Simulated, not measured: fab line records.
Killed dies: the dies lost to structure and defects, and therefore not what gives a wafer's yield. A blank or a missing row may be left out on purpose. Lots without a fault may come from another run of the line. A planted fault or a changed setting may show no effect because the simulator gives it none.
Code-filled problem report in 8D (eight disciplines) form + flow n5_finfet + the parts of the form that need people (team, actions taken, sign-off) are left out

1. WHAT WENT WRONG
Mean of spin_speed_rpm at N5_BEOL_M1_COAT_67: 1537.8 rpm across 6 wafers in 2 lots; on wafers with no fault it is 1500.2 rpm (standard deviation 1.1). Relative to the usual mean, that is a shift of +34 standard deviations.
The step: time 60 s, resist thk 60 nm.
First observed at day 9 19:15: wafer L318.1, on litho_track-03. The record holds 12 wafers of 4 lots with a number at this step. Rule for "out", or "out of limits": more than 4 standard deviations from the usual mean. The other wafers with a number count as sound.

2. WHAT THIS IS AND IS NOT
| question                    | is                     | is not                                                             |
|-----------------------------|------------------------|--------------------------------------------------------------------|
| which readings at this step | spin_speed_rpm         | heater_power_total_W                                               |
| which lots                  | L318, L323             | L306, L321                                                         |
| which wafers of those lots  | all that have a number | -                                                                  |
| read on which tools         | litho_track-03         | litho_track-01                                                     |
| when                        | from day 9 19:15       | up to then (3 sound wafers); but 3 sound wafers of L321 came after |

3. THE SUSPECTS, EACH WITH WHAT RULES IT OUT
Counting: a tool at any process step up to the reading remains a suspect when it ran all the lots that are out and ran no sound lot after the first of those.
- litho_track-03 at N5_BEOL_M1_COAT_67 (time 60 s, resist thk 60 nm): kept. It ran every lot that is out, first L318 (day 9 19:15), and no sound lot after that; its last sound lot up to then is L306 (day 6 10:29). Out on those wafers are its own readings of spin_speed_rpm.
Remaining after the count: litho_track-03 at N5_BEOL_M1_COAT_67.

4. THE CAUSE (what the simulator had put in)
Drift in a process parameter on litho_track-03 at N5_BEOL_M1_COAT_67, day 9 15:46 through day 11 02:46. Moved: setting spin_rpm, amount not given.
This tool alone remained once counting was done.

5. SEQUENCE OF EFFECTS, ordered by route
Each row: a reading where the mean over the struck wafers with a number is more than 3 standard deviations away from the usual. Scope: only readings with a usual standard deviation given in the record; hours: median across lots of the time from each lot's start at the first step in this table that gives one to its start at this step; sigmas: change in usual standard deviations.
| hours | step               | reading        | usual      | on struck wafers | change | sigmas |
|-------|--------------------|----------------|------------|------------------|--------|--------|
| 0     | N5_BEOL_M1_COAT_67 | spin_speed_rpm | 1500.2 rpm | 1537.8           | +37.5  | +34    |
Its process steps:
- N5_BEOL_M1_COAT_67: time 60 s, resist thk 60 nm.
At these later measuring or inspecting steps, every struck wafer for which the step has a row has a number for every such reading, and none has moved that far: N5_BEOL_M4_RC_MEAS_101.

6. HOW IT WOULD HAVE BEEN CAUGHT EARLIER
In this record the first reading out of limits was taken at day 9 19:15, 3 hours after the fault began at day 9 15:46.
